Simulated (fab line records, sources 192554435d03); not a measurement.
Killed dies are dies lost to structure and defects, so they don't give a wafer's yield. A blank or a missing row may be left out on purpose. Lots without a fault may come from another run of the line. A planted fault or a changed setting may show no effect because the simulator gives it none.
Chamber matching | flow n5_finfet | N5_MOL_CONTACT_COAG_ETCH_105 on rie_diel-06: 4 sister chambers
The step etches SiARC in CF4, target depth 15.6 nm, time 26 s. 16 wafers are shown with their chamber, then 8 later ones without.

WAFERS WITH THEIR CHAMBER
wafer  | chamber | showerhead_plenum_p_Torr (Torr) | throttle_valve_pct (%) | drypump_motor_current_A (A)
L080.2 | 3       | 2.25                            | 15.67                  | 5.8
L080.3 | 2       | 2.04                            | 15.66                  | 5.6
L080.4 | 1       | 2.14                            | 15.98                  | 5.7
L083.3 | 2       | 2.04                            | 15.64                  | 5.5
L083.4 | 0       | 2.23                            | 15.55                  | 6.0
L083.5 | 2       | 2.04                            | 15.65                  | 5.5
L084.1 | 1       | 2.13                            | 16.00                  | 5.7
L084.2 | 0       | 2.22                            | 15.55                  | 6.0
L084.5 | 3       | 2.24                            | 15.70                  | 5.7
L088.1 | 2       | 2.04                            | 15.69                  | 5.6
L088.5 | 0       | 2.22                            | 15.56                  | 6.0
L088.6 | 1       | 2.13                            | 16.01                  | 5.7
L091.4 | 2       | 2.03                            | 15.68                  | 5.6
L091.5 | 0       | 2.22                            | 15.60                  | 6.0
L091.6 | 3       | 2.24                            | 15.71                  | 5.8
L093.1 | 3       | 2.24                            | 15.73                  | 5.7

SIGNATURES (means of the wafers above)
reading                  | chamber 0 | chamber 1 | chamber 2 | chamber 3 | scatter within a chamber
showerhead_plenum_p_Torr | 2.2225    | 2.1333    | 2.0380    | 2.2425    | 0.00497
throttle_valve_pct       | 15.5650   | 15.9967   | 15.6640   | 15.7025   | 0.0219
drypump_motor_current_A  | 6.000     | 5.700     | 5.560     | 5.750     | 0.0428
Rule: a wafer's distance from a chamber is the root of the sum, over the readings, of the square of ((its reading less the chamber's mean) divided by the reading's scatter). The wafer belongs to the nearest chamber; if the next one is less than 2 further off, it can't be placed. The scatter: the root of (the sum of the squares of (reading less its chamber's mean) over the shown wafers, divided by (wafers less chambers)).

WAFERS WITHOUT THEIR CHAMBER
wafer  | showerhead_plenum_p_Torr (Torr) | throttle_valve_pct (%) | drypump_motor_current_A (A)
L093.3 | 2.22                            | 15.60                  | 6.1
L093.4 | 2.03                            | 15.70                  | 5.6
L095.2 | 2.24                            | 15.75                  | 5.7
L095.4 | 2.24                            | 15.74                  | 5.7
L095.5 | 2.03                            | 15.72                  | 5.6
L097.1 | 2.22                            | 15.61                  | 6.0
L097.4 | 2.21                            | 15.61                  | 6.0
L097.6 | 2.03                            | 15.71                  | 5.5

WHICH CHAMBER EACH WENT THROUGH
wafer  | from the rows above | in truth
L093.3 | 0                   | 0
L093.4 | 2                   | 2
L095.2 | 3                   | 3
L095.4 | 3                   | 3
L095.5 | 2                   | 2
L097.1 | 0                   | 0
L097.4 | 0                   | 0
L097.6 | 2                   | 2
Placed correctly: 8 of 8. Can't be placed from these rows: 0. Placed wrongly: 0.
